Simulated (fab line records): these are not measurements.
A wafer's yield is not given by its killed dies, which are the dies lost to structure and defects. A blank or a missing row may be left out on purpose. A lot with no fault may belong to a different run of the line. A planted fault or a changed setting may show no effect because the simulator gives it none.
Matching of chambers :: flow n5Finfet :: N5_BEOL_M5_STRIP_19 on rieDiel-01: 4 sister chambers
The step strips in O2. 16 wafers are shown with their chamber, then 8 later ones without.

## WAFERS WITH THEIR CHAMBER
wafer: L074.1
chamber: 1
drypumpMotorCurrentA (A): 5.6
throttleValvePct (%): 16.97
oesProductAu (a.u.): 0.71

wafer: L074.3
chamber: 0
drypumpMotorCurrentA (A): 5.4
throttleValvePct (%): 16.58
oesProductAu (a.u.): 0.92

wafer: L074.5
chamber: 3
drypumpMotorCurrentA (A): 6.1
throttleValvePct (%): 16.49
oesProductAu (a.u.): 0.90

wafer: L075.2
chamber: 3
drypumpMotorCurrentA (A): 6.0
throttleValvePct (%): 16.49
oesProductAu (a.u.): 0.89

wafer: L075.4
chamber: 1
drypumpMotorCurrentA (A): 5.6
throttleValvePct (%): 16.97
oesProductAu (a.u.): 0.71

wafer: L075.5
chamber: 3
drypumpMotorCurrentA (A): 6.0
throttleValvePct (%): 16.51
oesProductAu (a.u.): 0.88

wafer: L081.1
chamber: 0
drypumpMotorCurrentA (A): 5.4
throttleValvePct (%): 16.64
oesProductAu (a.u.): 0.87

wafer: L081.2
chamber: 3
drypumpMotorCurrentA (A): 6.1
throttleValvePct (%): 16.55
oesProductAu (a.u.): 0.86

wafer: L081.4
chamber: 0
drypumpMotorCurrentA (A): 5.4
throttleValvePct (%): 16.62
oesProductAu (a.u.): 0.88

wafer: L097.3
chamber: 3
drypumpMotorCurrentA (A): 6.1
throttleValvePct (%): 16.58
oesProductAu (a.u.): 0.84

wafer: L097.4
chamber: 0
drypumpMotorCurrentA (A): 5.4
throttleValvePct (%): 16.65
oesProductAu (a.u.): 0.86

wafer: L097.5
chamber: 3
drypumpMotorCurrentA (A): 6.0
throttleValvePct (%): 16.59
oesProductAu (a.u.): 0.85

wafer: L092.1
chamber: 0
drypumpMotorCurrentA (A): 5.4
throttleValvePct (%): 16.68
oesProductAu (a.u.): 0.84

wafer: L092.2
chamber: 3
drypumpMotorCurrentA (A): 6.1
throttleValvePct (%): 16.58
oesProductAu (a.u.): 0.84

wafer: L092.5
chamber: 1
drypumpMotorCurrentA (A): 5.6
throttleValvePct (%): 16.57
oesProductAu (a.u.): 0.89

wafer: L094.1
chamber: 2
drypumpMotorCurrentA (A): 5.7
throttleValvePct (%): 16.94
oesProductAu (a.u.): 0.77

SIGNATURES, as means of the wafers listed above
reading: drypumpMotorCurrentA
chamber 0: 5.400
chamber 1: 5.600
chamber 2: 5.700
chamber 3: 6.057
scatter within a chamber: 0.0378

reading: throttleValvePct
chamber 0: 16.6340
chamber 1: 16.8367
chamber 2: 16.9400
chamber 3: 16.5414
scatter within a chamber: 0.102

reading: oesProductAu
chamber 0: 0.8740
chamber 1: 0.7700
chamber 2: 0.7700
chamber 3: 0.8657
scatter within a chamber: 0.0489
Rule: for a wafer and a chamber, the distance is found by dividing, reading by reading, the gap between the wafer's reading and the chamber's mean by the reading's scatter, squaring, summing and taking the root. The wafer belongs to the nearest chamber; if the next one is less than 2 further off, it can't be placed. The scatter is the square root of a quotient: the sum, over the shown wafers, of each reading's squared deviation from its chamber's mean, divided by wafers minus chambers.

## WAFERS WITH NO CHAMBER GIVEN
wafer: L094.5
drypumpMotorCurrentA (A): 5.6
throttleValvePct (%): 16.58
oesProductAu (a.u.): 0.89

wafer: L094.6
drypumpMotorCurrentA (A): 5.7
throttleValvePct (%): 16.94
oesProductAu (a.u.): 0.77

wafer: L093.1
drypumpMotorCurrentA (A): 5.7
throttleValvePct (%): 16.95
oesProductAu (a.u.): 0.77

wafer: L093.4
drypumpMotorCurrentA (A): 6.1
throttleValvePct (%): 16.58
oesProductAu (a.u.): 0.83

wafer: L093.5
drypumpMotorCurrentA (A): 5.7
throttleValvePct (%): 16.95
oesProductAu (a.u.): 0.77

wafer: L096.3
drypumpMotorCurrentA (A): 5.6
throttleValvePct (%): 16.59
oesProductAu (a.u.): 0.89

wafer: L096.4
drypumpMotorCurrentA (A): 6.1
throttleValvePct (%): 16.59
oesProductAu (a.u.): 0.83

wafer: L096.6
drypumpMotorCurrentA (A): 5.6
throttleValvePct (%): 16.61
oesProductAu (a.u.): 0.89

## WHICH CHAMBER EACH ONE RAN IN
wafer: L094.5
from the rows above: can't be placed: 1 or 2 or 0
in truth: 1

wafer: L094.6
from the rows above: 2
in truth: 2

wafer: L093.1
from the rows above: 2
in truth: 2

wafer: L093.4
from the rows above: 3
in truth: 3

wafer: L093.5
from the rows above: 2
in truth: 2

wafer: L096.3
from the rows above: can't be placed: 1 or 2 or 0
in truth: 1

wafer: L096.4
from the rows above: 3
in truth: 3

wafer: L096.6
from the rows above: can't be placed: 1 or 2 or 0
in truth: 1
Correct placement for 5 of the 8. Unplaceable from these rows: 3, with the true chamber sitting among the candidates in 3. Wrongly placed: 0.
